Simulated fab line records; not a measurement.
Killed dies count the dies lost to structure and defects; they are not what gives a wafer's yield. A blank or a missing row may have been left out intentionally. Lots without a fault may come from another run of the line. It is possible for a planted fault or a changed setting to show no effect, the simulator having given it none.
fab line records -- flow n5-finfet
record lots=5, wafers=14, last-day=17
route steps=1938 shown PASSIVATION@1917
lots that met no fault: from a run of the same line without faults
start-h: hours from the record's first day to the start of the lot's first wafer shown -- wait-h: hours elapsed since this lot's preceding step -- " repeats the value in the row above -- L1.1+2: a single row standing in for several wafers -- - no value, or no start was given -- * or withheld: withheld -- < > ~ a bound
route shown NAME@n: NAME is a module with steps in the file, n the number in the route of the first one -- usual: the fault-free wafers' mean and standard deviation -- same: alike in all rows -- chamber/n: place in a boat -- sites: the reading at each site -- _std_site: standard deviation of those values -- _edge_site: outer sites' mean less inner sites' -- radius-mm: for every site, how far away it sits from the centre of the wafer -- mask NAME#n: copy n -- behind: the most recent tool/chamber to have shaped the wafer -- hold: reason for holding the lot/hours on hold/outcome of the hold -- device: which transistor (n, p or np) failed to switch -- end of line: tests of these same wafers at the route's end -- step lacking rows: just its recipe -- killed: at the first sort, the dies lost to defects and structure; wafer yield is something else -- map: the dies of a wafer, with x for killed, . for not killed, _ for no die there
set.NAME: the run value of the setting; set.NAME@STEP: its run value at that earlier step -- model.NAME: the simulator's own value behind a step, which no gauge read
lots seen at some steps along the route; tables by step, rows by wafer
services: when a tool's chamber went out of use (start-h, in hours from the record's first day, below 0 if earlier), for how many hours, and the reason
## steps
# step N5_PASSIVATION_HMDS_37
# recipe time-s=60, temp-c=120
# step N5_PASSIVATION_COAT_38
# recipe spin-rpm=3000, resist-thk-nm=withheld
# step N5_PASSIVATION_EBR_40
# recipe solvent=PGMEA, ebr-width-mm=1.5
# step N5_PASSIVATION_SOFTBAKE_39
# recipe temp-c=110, time-s=120
# step N5_PASSIVATION_EXPOSE_41
# recipe mask-id=PASS_OPEN, na=0.55, defocus-nm=0, source-shape=conventional, sigma-outer=0.8, polarization=unpolarized, target-cd-nm=40000, dose-mj=57.25
# step N5_PASSIVATION_PEB_42
# recipe peb-temp-c=withheld, peb-time-s=*
# step N5_PASSIVATION_DEVELOP_43
# recipe develop-time-s=60, rinse-liquid=diw, dry=air-spin, dev-temp-c=21
# step N5_PASSIVATION_HARDBAKE_45
# recipe temp-c=130, time-s=120
# step N5_PASSIVATION_CD_MEAS_44
# recipe target-cd-nm=40000, landing-energy-ev=500, detector=se-inlens
# usual cd-nm=40001/4.4
lot.wafer,tool,chamber,start-h,wait-h,cd-nm
L146.1,cd-sem-02,0,301.10,-,40009
L146.2,cd-sem-02,0,301.10,-,40010
L146.6,cd-sem-02,0,301.10,-,40006
L148.3,cd-sem-03,0,301.85,-,40002
L148.5,cd-sem-03,0,301.85,-,39997
L148.6,cd-sem-03,0,301.85,-,40001
L155.3,cd-sem-02,0,344.16,-,40007
L155.6,cd-sem-02,0,344.16,-,40002
L166.1,cd-sem-03,0,404.17,-,40003
L166.4,cd-sem-03,0,404.17,-,40000
L166.5,cd-sem-03,0,404.17,-,40008
L167.1,cd-sem-01,0,412.50,-,40003
L167.3,cd-sem-01,0,412.50,-,40009
L167.6,cd-sem-01,0,412.50,-,40002
# step N5_PASSIVATION_OVL_MEAS_66
# recipe points-per-wafer=44
# usual PASS_OPEN_OVL=1/5.1
lot.wafer,tool,chamber,start-h,wait-h,PASS_OPEN_OVL[nm]
L146.1,overlay-01,0,301.13,0.0,0
L146.2,overlay-01,0,301.13,0.0,-3
L146.6,overlay-01,0,301.13,0.0,-8
L148.3,overlay-01,0,301.87,0.0,-2
L148.5,overlay-01,0,301.87,0.0,0
L148.6,overlay-01,0,301.87,0.0,4
L155.3,overlay-01,0,344.19,0.0,-5
L155.6,overlay-01,0,344.19,0.0,-2
L166.1,overlay-01,0,404.20,0.0,-9
L166.4,overlay-01,0,404.20,0.0,4
L166.5,overlay-01,0,404.20,0.0,-3
L167.1,overlay-02,0,412.53,0.0,3
L167.3,overlay-02,0,412.53,0.0,4
L167.6,overlay-02,0,412.53,0.0,7
# step N5_PASSIVATION_INSPECT_67
# recipe mode=adi, inspect-instrument=macro
# usual raw-defect-count=1.8/1.4
lot.wafer,tool,chamber,start-h,wait-h,raw-defect-count
L146.1,defect-inspect-02,-,301.16,0.0,1
L146.2,defect-inspect-02,-,301.16,0.0,2
L146.6,defect-inspect-02,-,301.16,0.0,2
L148.3,defect-inspect-02,-,301.90,0.0,1
L148.5,defect-inspect-02,-,301.90,0.0,1
L148.6,defect-inspect-02,-,301.90,0.0,4
L155.3,defect-inspect-01,-,344.21,0.0,1
L155.6,defect-inspect-01,-,344.21,0.0,3
L166.1,defect-inspect-01,-,404.22,0.0,1
L166.4,defect-inspect-01,-,404.22,0.0,4
L166.5,defect-inspect-01,-,404.22,0.0,1
L167.1,defect-inspect-01,-,412.55,0.0,1
L167.3,defect-inspect-01,-,412.55,0.0,2
L167.6,defect-inspect-01,-,412.55,0.0,2
# step N5_PASSIVATION_DESCUM_46
# recipe chemistry=O2, time-s=7.9, source-power-w=50, bias-power-w=20, pressure-mtorr=20, rf-frequency-hz=2.712e+07, temp-c=40, o2-flow-sccm=225
# usual chamber-pressure-mTorr=19.999/0.02, drypump-motor-current-A=5.7/0.42, oes-product-au=0.81/0.055, rf-vpp-V=243.3/1.2, showerhead-plenum-p-Torr=2.11/0.059, throttle-valve-pct=20.46/0.18
lot.wafer,tool,chamber,start-h,wait-h,chamber-pressure-mTorr,drypump-motor-current-A,oes-product-au,rf-hours-counter-h,rf-vpp-V,showerhead-plenum-p-Torr,throttle-valve-pct
L146.1,rie-diel-05,3,301.19,0.0,20.009,6.3,0.88,28,244.4,2.12,20.25
L146.2,rie-diel-05,2,301.19,0.0,19.987,5.8,0.82,87,242.5,2.03,20.68
L146.6,rie-diel-05,1,301.19,0.0,20.015,5.9,0.85,-,243.7,2.02,20.52
L148.3,rie-diel-06,3,302.74,0.8,20.024,5.1,0.87,-,241.8,2.15,20.52
L148.5,rie-diel-06,2,302.74,0.8,19.970,5.3,0.79,-,244.1,2.20,20.33
L148.6,rie-diel-06,3,302.74,0.8,20.028,5.1,0.88,-,243.6,2.15,20.49
L155.3,rie-diel-05,0,344.25,0.0,20.016,5.7,0.75,153,242.5,2.10,20.19
L155.6,rie-diel-05,0,344.25,0.0,19.998,5.7,0.74,-,242.0,2.10,20.21
L166.1,rie-diel-05,1,404.25,0.0,20.009,5.9,0.80,116,240.9,2.00,20.59
L166.4,rie-diel-05,2,404.25,0.0,20.002,5.8,0.77,-,241.6,2.02,20.73
L166.5,rie-diel-05,3,404.25,0.0,20.020,6.3,0.82,-,242.9,2.11,20.33
L167.1,rie-diel-06,2,412.66,0.1,20.032,5.3,0.77,139,244.4,2.18,20.39
L167.3,rie-diel-06,0,412.66,0.1,20.005,5.3,0.68,242,242.1,2.06,20.78
L167.6,rie-diel-06,2,412.66,0.1,20.019,5.3,0.77,-,244.0,2.18,20.40
# step N5_PASSIVATION_PASS_ETCH_47
# recipe chemistry=CF4/O2, target=SiNx, target-depth-a=7700, time-s=385, ion-energy-ev=100, pressure-mtorr=40, source-w=535, bias-w=49, Ar_flow_sccm=100, cf4-flow-sccm=100, O2_flow_sccm=10
# usual bias-w=49.00/0.15, chamber-pressure-mTorr=40.00/0.037, drypump-motor-current-A=5.7/0.42, oes-product-au=0.82/0.055, rf-vpp-V=242/4.5, showerhead-plenum-p-Torr=2.21/0.061, throttle-valve-pct=15.82/0.16
lot.wafer,tool,chamber,start-h,wait-h,bias-w,chamber-pressure-mTorr,drypump-motor-current-A,oes-product-au,rf-hours-counter-h,rf-vpp-V,showerhead-plenum-p-Torr,throttle-valve-pct,model.etch.depth-nm
L146.1,rie-diel-05,3,301.23,0.0,49.00,40.02,6.3,0.88,28,237,2.24,15.70,788.3
L146.2,rie-diel-05,2,301.23,0.0,49.00,40.01,5.8,0.83,87,245,2.14,15.99,783.9
L146.6,rie-diel-05,1,301.23,0.0,49.03,40.04,5.9,0.84,-,247,2.13,15.88,778.4
L148.3,rie-diel-06,3,302.88,0.1,49.18,40.03,5.1,0.87,-,246,2.26,15.78,786.2
L148.5,rie-diel-06,2,302.88,0.1,49.14,40.00,5.2,0.80,-,246,2.30,15.71,765
L148.6,rie-diel-06,3,302.88,0.1,49.37,39.99,5.1,0.89,-,246,2.26,15.77,784.7
L155.3,rie-diel-05,0,344.28,0.0,48.99,40.04,5.7,0.74,153,236,2.21,15.61,765.7
L155.6,rie-diel-05,0,344.28,0.0,48.83,40.00,5.7,0.70,-,235,2.21,15.60,578.3
L166.1,rie-diel-05,1,404.29,0.0,48.77,40.06,5.9,0.80,116,246,2.11,15.94,777.8
L166.4,rie-diel-05,2,404.29,0.0,49.21,40.00,5.7,0.79,-,244,2.12,16.08,780.6
L166.5,rie-diel-05,3,404.29,0.0,48.99,40.01,6.3,0.82,-,237,2.23,15.76,789.6
L167.1,rie-diel-06,2,412.70,0.0,48.93,39.98,5.3,0.76,139,244,2.29,15.77,767.5
L167.3,rie-diel-06,0,412.70,0.0,48.87,40.06,5.3,0.69,242,239,2.18,16.21,769.6
L167.6,rie-diel-06,2,412.70,0.0,48.92,40.04,5.3,0.77,-,246,2.29,15.79,770.4
# step N5_PASSIVATION_ETCH_54
# recipe chemistry=CHF3/O2, target=SiO2, target-depth-a=8800, CHF3_flow_sccm=50, O2_flow_sccm=5, Ar_flow_sccm=200, time-s=440, mask-material=PR, pressure-mtorr=30, source-w=650, bias-w=170, ion-energy-ev=200
# usual bias-w=169.9/0.51, chamber-pressure-mTorr=30.002/0.026, drypump-motor-current-A=5.7/0.42, oes-product-au=0.82/0.054, rf-vpp-V=526/9.9, showerhead-plenum-p-Torr=2.42/0.07, throttle-valve-pct=18.76/0.14
lot.wafer,tool,chamber,start-h,wait-h,bias-w,chamber-pressure-mTorr,drypump-motor-current-A,oes-product-au,rf-hours-counter-h,rf-vpp-V,showerhead-plenum-p-Torr,throttle-valve-pct
L146.1,rie-diel-05,3,301.46,0.1,169.4,29.982,6.2,0.87,28,516,2.46,18.70
L146.2,rie-diel-05,2,301.46,0.1,169.4,30.001,5.8,0.82,87,532,2.32,18.89
L146.6,rie-diel-05,1,301.46,0.1,170.9,30.041,5.9,0.83,-,535,2.32,18.80
L148.3,rie-diel-06,3,303.26,0.3,170.7,30.053,5.1,0.88,-,537,2.47,18.80
L148.5,rie-diel-06,2,303.26,0.3,170.3,29.962,5.3,0.80,-,533,2.51,18.61
L148.6,rie-diel-06,3,303.26,0.3,170.7,29.974,5.1,0.87,-,538,2.47,18.77
L155.3,rie-diel-05,0,344.51,0.1,169.7,30.021,5.7,0.75,153,513,2.42,18.54
L155.6,rie-diel-05,0,344.51,0.1,170.2,29.993,5.7,0.58,-,513,2.42,18.53
L166.1,rie-diel-05,1,404.52,0.1,170.8,29.981,5.9,0.80,116,535,2.30,18.87
L166.4,rie-diel-05,2,404.52,0.1,169.5,29.988,5.8,0.78,-,531,2.31,18.96
L166.5,rie-diel-05,3,404.52,0.1,169.9,30.004,6.3,0.82,-,516,2.44,18.77
L167.1,rie-diel-06,2,412.92,0.1,169.8,30.008,5.3,0.76,140,533,2.49,18.70
L167.3,rie-diel-06,0,412.92,0.1,169.2,29.970,5.4,0.69,242,520,2.37,19.10
L167.6,rie-diel-06,2,412.92,0.1,170.4,29.957,5.3,0.76,-,532,2.49,18.69
# step N5_PASSIVATION_STRIP_48
# recipe chemistry=O2, power-w=600, temp-c=60, pressure-mtorr=30, rf-frequency-hz=6e+07, bias-power-w=0, overash-fraction=0.5, o2-flow-sccm=225
# usual chamber-pressure-mTorr=29.99/0.13, drypump-motor-current-A=5.7/0.42, oes-product-au=0.81/0.057, rf-vpp-V=3.3/2.2, showerhead-plenum-p-Torr=2.11/0.059, throttle-valve-pct=16.66/0.17
lot.wafer,tool,chamber,start-h,wait-h,chamber-pressure-mTorr,drypump-motor-current-A,oes-product-au,rf-hours-counter-h,rf-vpp-V,showerhead-plenum-p-Torr,throttle-valve-pct
L146.1,rie-diel-05,3,301.74,0.1,30.07,6.2,0.88,28,2.9,2.12,16.46
L146.2,rie-diel-05,2,301.74,0.1,29.94,5.8,0.80,87,1.1,2.04,16.85
L146.6,rie-diel-05,1,301.74,0.1,29.98,5.9,0.83,-,2.1,2.02,16.77
L148.3,rie-diel-06,3,303.57,0.2,29.90,5.1,0.88,-,5.8,2.15,16.61
L148.5,rie-diel-06,2,303.57,0.2,30.33,5.3,0.80,-,5.1,2.20,16.58
L148.6,rie-diel-06,3,303.57,0.2,30.17,5.1,0.88,-,4.5,2.16,16.67
L155.3,rie-diel-05,0,344.80,0.1,30.15,5.7,0.74,153,4.8,2.10,16.48
L155.6,rie-diel-05,0,344.80,0.1,30.11,5.7,0.74,-,3.7,2.10,16.45
L166.1,rie-diel-05,1,404.81,0.1,30.08,5.9,0.80,116,1.5,2.01,16.82
L166.4,rie-diel-05,2,404.81,0.1,29.81,5.8,0.79,-,5.0,2.03,16.91
L166.5,rie-diel-05,3,404.81,0.1,29.81,6.2,0.84,-,8.3,2.11,16.61
L167.1,rie-diel-06,2,413.21,0.1,30.00,5.4,0.75,140,5.0,2.19,16.68
L167.3,rie-diel-06,0,413.21,0.1,30.00,5.3,0.67,242,3.5,2.07,16.97
L167.6,rie-diel-06,2,413.21,0.1,30.22,5.3,0.75,-,0.2,2.19,16.61
## services
tool,chamber,start-h,hours,kind
rie-diel-06,1,287.58,-,clean
rie-diel-06,1,287.58,-,consumable-replace:focus-ring
rie-diel-06,1,287.58,-,consumable-replace:showerhead
rie-diel-06,1,287.58,19.8,scheduled-down
rie-diel-06,1,287.58,19.8,vent-cycle
rie-diel-05,-,290.15,2.6,repair
rie-diel-06,0,300.58,5.8,repair
rie-diel-06,-,348.84,2.8,pm
rie-diel-05,0,350.53,25.4,repair
rie-diel-05,0,403.52,2.4,repair
## key
first-sign step=N5_PASSIVATION_ETCH_54, reading=oes-product-au, direction=down, sigmas=4.3, usual=0.82, struck=0.58
effect none on later readings
model-effect step=N5_PASSIVATION_PASS_ETCH_47, value=etch.depth-nm, without=765.5, struck=578.3
met-at N5_PASSIVATION_PASS_ETCH_47
struck-wafers L155.6
later-rows-left-out L155.6
sort-left-out L155.6
onset-between 301.23 344.28
fault kind=process-parameter-drift, tool=rie-diel-05, chamber=-, onset-h=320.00, steps=N5_PASSIVATION_PASS_ETCH_47, channel=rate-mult, offset=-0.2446, shape=step, end-h=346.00, scope=struck-wafers-only
# sort-left-out: the simulated sort isn't trusted on such a fault, so these wafers' sort isn't shown, and their yield isn't known
# later-rows-left-out: the simulator's readings of these wafers behind a module that went badly wrong aren't trusted and aren't shown, but for the sort
